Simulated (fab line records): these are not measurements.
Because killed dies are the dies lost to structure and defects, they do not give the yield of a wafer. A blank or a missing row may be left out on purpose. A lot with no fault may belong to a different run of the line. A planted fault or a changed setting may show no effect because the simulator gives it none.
Chamber matching + flow n5_finfet + N5_BEOL_M0_SAQP_ETCH_107 on rie_diel-06 has 4 sister chambers
The step etches SiNx in CH3F/O2, target depth 30 nm. 14 wafers are shown with their chamber, then 7 later ones without.

WAFERS PAIRED WITH THEIR CHAMBERS
| wafer  | chamber | showerhead_plenum_p_Torr (Torr) | drypump_motor_current_A (A) | rf_vpp_V (V) |
|--------|---------|---------------------------------|-----------------------------|--------------|
| L075.2 | 3       | 1.92                            | 6.0                         | 308          |
| L075.4 | 0       | 1.85                            | 5.2                         | 295          |
| L075.6 | 3       | 1.92                            | 6.0                         | 306          |
| L079.1 | 3       | 1.91                            | 6.0                         | 307          |
| L079.4 | 1       | 1.99                            | 6.5                         | 296          |
| L079.6 | 0       | 1.84                            | 5.2                         | 295          |
| L084.1 | 0       | 1.84                            | 5.2                         | 295          |
| L084.4 | 2       | 2.04                            | 6.1                         | 302          |
| L084.6 | 0       | 1.84                            | 5.3                         | 296          |
| L089.2 | 3       | 1.91                            | 6.0                         | 308          |
| L089.3 | 0       | 1.84                            | 5.2                         | 295          |
| L089.6 | 1       | 1.99                            | 6.4                         | 297          |
| L090.3 | 1       | 1.99                            | 6.4                         | 296          |
| L090.4 | 0       | 1.84                            | 5.2                         | 295          |

SIGNATURES, as means of the wafers listed above
| reading                  | chamber 0 | chamber 1 | chamber 2 | chamber 3 | scatter within a chamber |
|--------------------------|-----------|-----------|-----------|-----------|--------------------------|
| showerhead_plenum_p_Torr | 1.8417    | 1.9900    | 2.0400    | 1.9150    | 0.00428                  |
| drypump_motor_current_A  | 5.217     | 6.433     | 6.100     | 6.000     | 0.0387                   |
| rf_vpp_V                 | 295.17    | 296.33    | 302.00    | 307.25    | 0.652                    |
Rule: distance of a wafer from a chamber = root of the sum over the readings of ((wafer's reading minus chamber's mean) / reading's scatter) squared. The wafer belongs to the nearest chamber; if the next one is less than 2 further off, it can't be placed. How the scatter is found: for the shown wafers, subtract from each reading the mean of its chamber, square and add these, divide the total by (wafers less chambers), then take the root.

WAFERS MISSING THEIR CHAMBER
| wafer  | showerhead_plenum_p_Torr (Torr) | drypump_motor_current_A (A) | rf_vpp_V (V) |
|--------|---------------------------------|-----------------------------|--------------|
| L090.5 | 1.99                            | 6.5                         | 295          |
| L094.1 | 1.83                            | 5.3                         | 296          |
| L094.2 | 1.90                            | 6.0                         | 307          |
| L094.5 | 1.83                            | 5.3                         | 296          |
| L097.2 | 2.03                            | 6.1                         | 302          |
| L097.3 | 1.98                            | 6.5                         | 296          |
| L097.6 | 1.90                            | 6.0                         | 308          |

CHAMBER TAKEN BY EACH
| wafer  | from the rows above | in truth |
|--------|---------------------|----------|
| L090.5 | 1                   | 1        |
| L094.1 | 0                   | 0        |
| L094.2 | 3                   | 3        |
| L094.5 | 0                   | 0        |
| L097.2 | 2                   | 2        |
| L097.3 | 1                   | 1        |
| L097.6 | 3                   | 3        |
Correctly placed: 7 of 7. Left unplaced by these rows: 0. Number placed wrongly: 0.
